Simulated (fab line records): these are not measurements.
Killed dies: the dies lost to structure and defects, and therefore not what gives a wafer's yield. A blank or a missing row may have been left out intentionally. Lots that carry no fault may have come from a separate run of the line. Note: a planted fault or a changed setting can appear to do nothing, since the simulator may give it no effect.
Struck lot and sound lot, side by side | flow n5 finfet | 16 out of 1938 route steps
Sound: wafers L847.1, L847.2, L847.5. Struck: wafer L855.3 (left out: L855.1, L855.6 of the same lot, which were not struck); the cause appears at the end.
Each step with rows lists, per side, the tool, then ch with its chambers, then its first start. Under that, the readings that differ: sound wafers | struck wafers | difference of the means | sigmas: that difference in standard deviations of wafers without a fault.
alike: same words and numbers on both sides, and readings whose means sit less than 2 such deviations apart. not compared: any withheld reading, any reading some wafer has no value for, any bound like >300 that may hide the same value, and any number with overlapping values for which the record gives no deviation.
A row with sigmas, a row that says differs or no value, or rows on one side alone: a step with any of these is where the two part. Numbers that have no deviation but don't overlap get no sigmas and don't part them. Lack of a reading on every wafer of one side parts them only where that side has two or more wafers.

first, 2 steps without rows for these wafers: N5_HKMG_FIN_STRIP_34 (strips in CF4); N5_HKMG_FIN_ETCH_35 (etches SOC in N2/H2, target depth 215.8 nm, time 243.4 s).
N5_HKMG_FIN_STRIP_92: strips SOC in N2/H2, time 20 s.
  sound on rie diel-02 ch 1,2, day 6 04:26; struck on rie diel-02 ch 1, day 7 23:42
  alike: drypump motor current A, n2 flow sccm, oes product au, rf vpp V, showerhead plenum p Torr, throttle valve pct
  not compared: rf hours counter h
then, 1 step without rows for these wafers: N5_HKMG_FIN_WET_ETCH_18 (etches TiN in SC1, time 55 s, target depth 5.2 nm, rinse time 30 s).
N5_HKMG_FIN_STRIP_19: strips in N2/H2, time 360 s.
  sound on plasma asher-02 ch 0,1, day 6 04:35; struck on plasma asher-01 ch 0, day 7 23:50
  alike: drypump motor current A, heater power w, n2 flow sccm
  not compared: rf hours counter h
N5_HKMG_FIN_ALD_91: deposits TiN, target thk 1 nm, pulse time 1 s, purge time 3 s.
  sound on ald metal-01 ch 0,2,3, day 6 04:58; struck on ald metal-02 ch 3, day 8 00:14
  alike: chamber pressure Torr, heater power w, precursor pulse height rel
  not compared: ald cycles
then, 1 step without rows for these wafers: N5_HKMG_FIN_COAT_85 (time 60 s, resist thk 300 nm).
N5_HKMG_FIN_ETCH_86: etches SOC in N2/H2, stops on TiN, target depth 393.2 nm.
  sound on rie diel-04 ch 0,1, day 6 05:19; struck on rie diel-04 ch 1, day 8 00:43
  alike: drypump motor current A, n2 flow sccm, oes product au, rf vpp V, showerhead plenum p Torr, throttle valve pct
  not compared: rf hours counter h
then, 2 steps without rows for these wafers: N5_HKMG_FIN_STRIP_89 (strips SOC in N2/H2, time 20 s); N5_HKMG_FIN_WET_ETCH_87 (etches TiN in SC1, time 154.2 s, target depth 4.7 nm, rinse time 30 s).
N5_HKMG_FIN_STRIP_88: strips in N2/H2, time 360 s.
  sound on plasma asher-02 ch 0,1, day 6 05:34; struck on plasma asher-01 ch 0, day 8 01:01
  alike: drypump motor current A, heater power w, n2 flow sccm
  not compared: rf hours counter h
then, 1 step without rows for these wafers: N5_HKMG_FIN_NWFM_ALD_20 (deposits TiAlC, target thk 2 nm, pulse time 3 s, purge time 2 s).
N5_HKMG_FIN_ALD_71: deposits TiN, target thk 1 nm, pulse time 1 s, purge time 3 s.
  sound on ald metal-04 ch 0,1, day 6 06:02; struck on ald metal-01 ch 1, day 8 01:31
  reading    | sound    | struck | difference | sigmas
  ald cycles | 47 47 47 | 55     | +8         |
  alike: chamber pressure Torr, heater power w, precursor pulse height rel
then, 1 step without rows for these wafers: N5_HKMG_FIN_COAT_66 (time 60 s, resist thk 300 nm).
-- here the record skips 4 days between the struck wafers' starts before and after, leaving off in module HKMG_FIN and picking up in module BEOL_M4 (first step shown: number 1111 of the route) --
N5_BEOL_M4_RC_MEAS_101:
  sound on prober-01 ch 0, day 9 18:42; struck on prober-02 ch 0, day 12 11:05
  alike: DIBL_N, DIBL_P, IOFF_N, IOFF_P, ION_N, ION_P, SS_N, SS_P, VT_N, VT_P
next, for these wafers, 1 step has no rows: N5_PASSIVATION_PROBE_49.

## WHERE THEY PART
Nowhere in this record.

WHY: whatever the simulator had introduced
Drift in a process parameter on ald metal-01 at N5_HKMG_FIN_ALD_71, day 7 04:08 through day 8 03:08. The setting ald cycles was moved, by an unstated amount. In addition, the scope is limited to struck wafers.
